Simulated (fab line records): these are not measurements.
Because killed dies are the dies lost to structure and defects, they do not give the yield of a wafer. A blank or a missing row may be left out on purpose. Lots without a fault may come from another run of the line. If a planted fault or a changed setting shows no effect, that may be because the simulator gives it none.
Split-lot trial :: flow n5Finfet :: 21 wafers read across 7 lots, on a route 1938 steps long

THE SPLIT ITSELF
At N5_FIN_CUT_CUT_ETCH_15 (etches Si in HBr/Cl2/O2, target depth 100 nm, bt time 10 s, time 42.4 s), the setting timeS was moved away from the recipe's 42.4 s on 9 of the 21 wafers read, by -22.2% to +19.2%. For the rest of the wafers, this setting stayed at what the recipe calls for.

The reading is taken at the split's own step.

THE READING
SOC_of_FIN_CUT_COAT_18.thkNm (the simulator's own value, which no gauge read), in nm, at N5_FIN_CUT_CUT_ETCH_15 (etches Si in HBr/Cl2/O2, target depth 100 nm, bt time 10 s, time 42.4 s). The file does not state a usual value for it. Across the 12 wafers here that went through the recipe, the average is 171.2 nm and the standard deviation 0.7 nm.

wafer: L075.1
tool, chamber at the split: rieSi-01, 1
timeS as run, s: 42.4
against the recipe: recipe
SOC_of_FIN_CUT_COAT_18.thkNm, nm: 172.4
against lot-mates on the recipe: -

wafer: L075.4
tool, chamber at the split: rieSi-01, 0
timeS as run, s: 42.4
against the recipe: recipe
SOC_of_FIN_CUT_COAT_18.thkNm, nm: 172
against lot-mates on the recipe: -

wafer: L075.5
tool, chamber at the split: rieSi-01, 3
timeS as run, s: 42.4
against the recipe: recipe
SOC_of_FIN_CUT_COAT_18.thkNm, nm: 170
against lot-mates on the recipe: -

wafer: L077.4
tool, chamber at the split: rieSi-05, 0
timeS as run, s: 42.4
against the recipe: recipe
SOC_of_FIN_CUT_COAT_18.thkNm, nm: 171
against lot-mates on the recipe: -

wafer: L077.5
tool, chamber at the split: rieSi-05, 0
timeS as run, s: 33.34
against the recipe: -21.4%
SOC_of_FIN_CUT_COAT_18.thkNm, nm: 178.8
against lot-mates on the recipe: +7.8

wafer: L077.6
tool, chamber at the split: rieSi-05, 1
timeS as run, s: 33.34
against the recipe: -21.4%
SOC_of_FIN_CUT_COAT_18.thkNm, nm: 179.2
against lot-mates on the recipe: +8.2

wafer: L079.1
tool, chamber at the split: rieSi-05, 3
timeS as run, s: 50.56
against the recipe: +19.2%
SOC_of_FIN_CUT_COAT_18.thkNm, nm: 162.8
against lot-mates on the recipe: -8.2

wafer: L079.4
tool, chamber at the split: rieSi-05, 1
timeS as run, s: 42.4
against the recipe: recipe
SOC_of_FIN_CUT_COAT_18.thkNm, nm: 171
against lot-mates on the recipe: -

wafer: L079.6
tool, chamber at the split: rieSi-05, 3
timeS as run, s: 50.56
against the recipe: +19.2%
SOC_of_FIN_CUT_COAT_18.thkNm, nm: 163.8
against lot-mates on the recipe: -7.2

wafer: L082.3
tool, chamber at the split: rieSi-01, 1
timeS as run, s: 39.54
against the recipe: -6.7%
SOC_of_FIN_CUT_COAT_18.thkNm, nm: 171.8
against lot-mates on the recipe: +1.6

wafer: L082.4
tool, chamber at the split: rieSi-01, 0
timeS as run, s: 39.54
against the recipe: -6.7%
SOC_of_FIN_CUT_COAT_18.thkNm, nm: 173.2
against lot-mates on the recipe: +3.0

wafer: L082.5
tool, chamber at the split: rieSi-01, 1
timeS as run, s: 42.4
against the recipe: recipe
SOC_of_FIN_CUT_COAT_18.thkNm, nm: 170.2
against lot-mates on the recipe: -

wafer: L085.3
tool, chamber at the split: rieSi-01, 0
timeS as run, s: 42.4
against the recipe: recipe
SOC_of_FIN_CUT_COAT_18.thkNm, nm: 172
against lot-mates on the recipe: -

wafer: L085.5
tool, chamber at the split: rieSi-01, 1
timeS as run, s: 42.4
against the recipe: recipe
SOC_of_FIN_CUT_COAT_18.thkNm, nm: 171.6
against lot-mates on the recipe: -

wafer: L085.6
tool, chamber at the split: rieSi-01, 0
timeS as run, s: 39.83
against the recipe: -6.1%
SOC_of_FIN_CUT_COAT_18.thkNm, nm: 173.4
against lot-mates on the recipe: +1.6

wafer: L086.2
tool, chamber at the split: rieSi-01, 1
timeS as run, s: 42.4
against the recipe: recipe
SOC_of_FIN_CUT_COAT_18.thkNm, nm: 171
against lot-mates on the recipe: -

wafer: L086.4
tool, chamber at the split: rieSi-01, 3
timeS as run, s: 38.06
against the recipe: -10.2%
SOC_of_FIN_CUT_COAT_18.thkNm, nm: 174.2
against lot-mates on the recipe: +3.3

wafer: L086.6
tool, chamber at the split: rieSi-01, 1
timeS as run, s: 42.4
against the recipe: recipe
SOC_of_FIN_CUT_COAT_18.thkNm, nm: 170.8
against lot-mates on the recipe: -

wafer: L092.3
tool, chamber at the split: rieSi-01, 3
timeS as run, s: 42.4
against the recipe: recipe
SOC_of_FIN_CUT_COAT_18.thkNm, nm: 170.6
against lot-mates on the recipe: -

wafer: L092.4
tool, chamber at the split: rieSi-01, 2
timeS as run, s: 42.4
against the recipe: recipe
SOC_of_FIN_CUT_COAT_18.thkNm, nm: 171.2
against lot-mates on the recipe: -

wafer: L092.5
tool, chamber at the split: rieSi-01, 2
timeS as run, s: 33
against the recipe: -22.2%
SOC_of_FIN_CUT_COAT_18.thkNm, nm: 179.4
against lot-mates on the recipe: +8.5

THE FIT
A straight line over all 21 wafers: SOC_of_FIN_CUT_COAT_18.thkNm changes by -0.377 nm for each +1% of timeS; r = -0.98; the points scatter about the line by 0.75 nm.
The same after taking each lot's own level away (the mean of its wafers on the recipe; 21 wafers): -0.382 nm for each +1%; r = -0.99; scatter 0.57 nm.
That fit puts the effect of the largest move of timeS on the reading at 8.5 nm.
Measured against the standard deviation above, the lots' own levels, which go from 170.20 to 171.80 nm, span 2.3 times it.
The two slopes agree, so the slope changes little with the lot-to-lot level.
Check: for one of the wafers moved furthest among these (-22.2%), held out of the fit, the line's prediction against its lot-mates is +8.29 nm. It came out at +8.5 nm against them.

OTHER SPLITS APPLIED TO THESE WAFERS
Other splits were also applied to these wafers ahead of the reading. Each is held against what the fit with the lots' levels taken away leaves over:
other split on the same wafers: N5_FIN_SAQP_HM_DEP_03 timeS
wafers away from the commonest value: 5
r with SOC_of_FIN_CUT_COAT_18.thkNm (lot level and that fit taken away): -0.03

other split on the same wafers: N5_FIN_SAQP_PECVD_06 timeS
wafers away from the commonest value: 5
r with SOC_of_FIN_CUT_COAT_18.thkNm (lot level and that fit taken away): +0.14

other split on the same wafers: N5_FIN_SAQP_MANDREL_ETCH_22 overEtchFrac
wafers away from the commonest value: 7
r with SOC_of_FIN_CUT_COAT_18.thkNm (lot level and that fit taken away): -0.07

other split on the same wafers: N5_FIN_SAQP_SPACER1_ALD_24 tempC
wafers away from the commonest value: 5
r with SOC_of_FIN_CUT_COAT_18.thkNm (lot level and that fit taken away): +0.28

THE WHOLE CHAIN: every reading that the file lists as answering this split, in the file's order
step: N5_FIN_CUT_CUT_ETCH_15
what it does: etches Si in HBr/Cl2/O2, target depth 100 nm, bt time 10 s, time 42.4 s
reading: etch.depthNm (the simulator's own value, which no gauge read)
change (the file's fit): +0.997 nm for each +1% of the setting
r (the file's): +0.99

step: N5_FIN_CUT_CUT_ETCH_15
what it does: etches Si in HBr/Cl2/O2, target depth 100 nm, bt time 10 s, time 42.4 s
reading: FIN_CUT.featureDepthNm (the simulator's own value, which no gauge read)
change (the file's fit): +1 nm for each +1% of the setting
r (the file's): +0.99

step: N5_FIN_CUT_CUT_ETCH_15
what it does: etches Si in HBr/Cl2/O2, target depth 100 nm, bt time 10 s, time 42.4 s
reading: SOC_of_FIN_CUT_COAT_18.thkNm (the simulator's own value, which no gauge read)
change (the file's fit): -0.376 nm for each +1% of the setting
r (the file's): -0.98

THE FILE'S OWN FIT
SOC_of_FIN_CUT_COAT_18.thkNm changes by -0.376 nm for each +1% of timeS, r = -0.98.
